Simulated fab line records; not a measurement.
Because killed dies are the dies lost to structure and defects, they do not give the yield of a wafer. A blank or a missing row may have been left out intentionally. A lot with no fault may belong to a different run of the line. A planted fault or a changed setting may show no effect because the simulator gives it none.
3 desks, one fault + flow n5Finfet + each desk holds nothing but its own numbers, with what lay behind them at the end

== FROM THE METROLOGY DESK ==
What the gauges read for every lot (on any tool): the sampled wafers with a number, averaged. The brackets show how far a lot's mean lies from the usual mean; more than 4 standard deviations puts the lot out of limits, marked OUT. It has 10 readings; the 7 that lie furthest out on some lot are the ones shown.
Columns: A = DIBL_N at N5_BEOL_M4_RC_MEAS_101, usual 36.2 mV/V; B = DIBL_P at N5_BEOL_M4_RC_MEAS_101, usual 36.1 mV/V; C = ION_N at N5_BEOL_M4_RC_MEAS_101, usual 672 uA/um; D = ION_P at N5_BEOL_M4_RC_MEAS_101, usual 463 uA/um; E = SS_N at N5_BEOL_M4_RC_MEAS_101, usual 71.5 mV/dec; F = VT_N at N5_BEOL_M4_RC_MEAS_101, usual 250.6 mV; G = VT_P at N5_BEOL_M4_RC_MEAS_101, usual -249 mV
| lot  | first seen here | A    | B    | C   | D   | E    | F     | G    |
|------|-----------------|------|------|-----|-----|------|-------|------|
| L147 | day 8 07:58     | 38.3 | 37.7 | 672 | 461 | 72.3 | 248.1 | -247 |
| L150 | day 9 03:06     | 35.5 | 35.8 | 661 | 459 | 71.2 | 253.5 | -252 |
| L152 | day 9 22:04     | 35.3 | 34.5 | 668 | 468 | 71.5 | 252.5 | -249 |
| L151 | day 10 05:20    | 35.8 | 36.5 | 672 | 473 | 71.7 | 251.2 | -244 |
| L155 | day 10 13:11    | 38.0 | 38.5 | 671 | 468 | 71.7 | 251.0 | -247 |
| L158 | day 11 04:24    | 37.5 | 37.8 | 678 | 459 | 71.2 | 249.9 | -251 |
| L162 | day 12 01:34    | 36.1 | 36.2 | 671 | 464 | 72.0 | 251.4 | -245 |
| L167 | day 13 08:04    | 34.9 | 34.3 | 677 | 463 | 71.2 | 252.5 | -252 |
| L166 | day 13 09:07    | 36.9 | 36.9 | 684 | 472 | 71.3 | 251.0 | -248 |
Finding of this desk: none of the 9 lots has anything out of limits.

== DESK OF THE TOOL OWNER: cmp-04 ==
The tool's own readings at N5_GATE_CUT_CMP_61 (polishes, stops on SiNx, t overpolish 3 s): means of the sampled wafers that have a number, for each lot that ran on this tool. The brackets show how far a lot's mean lies from the usual mean; more than 4 standard deviations puts the lot out of limits, marked OUT.
Columns: A = motorCurrentA at N5_GATE_CUT_CMP_61, usual 12.0 A; B = platenRpm at N5_GATE_CUT_CMP_61, usual 27.090 rpm
| lot  | first seen here | A    | B      |
|------|-----------------|------|--------|
| L147 | day 5 03:17     | 11.6 | 27.088 |
| L150 | day 5 23:30     | 11.4 | 27.119 |
| L162 | day 8 21:59     | 11.5 | 27.098 |
| L166 | day 10 01:30    | 11.4 | 27.089 |
Finding of this desk: none of the 4 lots has anything out of limits.

== THE DEFECT DESK ==
What the inspections along the route counted, lot by lot: means of the sampled wafers that have a number. The brackets show how far a lot's mean lies from the usual mean; more than 4 standard deviations puts the lot out of limits, marked OUT.
Columns: A = rawDefectCount at N5_GATE_CUT_INSPECT_26, usual 37; B = rawDefectCount at N5_MOL_CONTACT_COAG_INSPECT_10, usual 65
| lot  | first seen here | A             | B             |
|------|-----------------|---------------|---------------|
| L147 | day 5 03:28     | 39            | 62            |
| L150 | day 5 23:42     | 23            | 45            |
| L151 | day 6 04:45     | 57            | 95            |
| L152 | day 6 11:55     | 22            | 40            |
| L155 | day 7 03:23     | 44            | 68            |
| L158 | day 8 00:40     | 37            | 56            |
| L162 | day 8 22:13     | 772 (+52) OUT | 811 (+37) OUT |
| L166 | day 10 01:44    | 809 (+55) OUT | 844 (+39) OUT |
| L167 | day 10 04:02    | 31            | 60            |
This desk's finding: out of limits on L162, L166; first on L162, day 8 22:13 (rawDefectCount at N5_GATE_CUT_INSPECT_26). In limits: L147, L150, L151, L152, L155, L158, L167.

== PUT TOGETHER ==
The defect desk could have raised an alarm at day 8 22:13, on L162, L166.
At the metrology desk, nothing out of limits was observed.
The tool owner's desk saw nothing out of limits.
The metrology desk has L162, L166 on record, within its limits.
The tool owner's desk has L162, L166 on record, within its limits.
On cmp-04, each named lot ran N5_GATE_CUT_CMP_61.

== WHAT THE SIMULATOR HAD PUT IN ==
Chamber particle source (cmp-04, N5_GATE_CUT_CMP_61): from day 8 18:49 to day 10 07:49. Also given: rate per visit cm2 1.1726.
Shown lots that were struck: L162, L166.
Hours from the fault's start to each desk's first reading out of limits: the defect desk, 3.
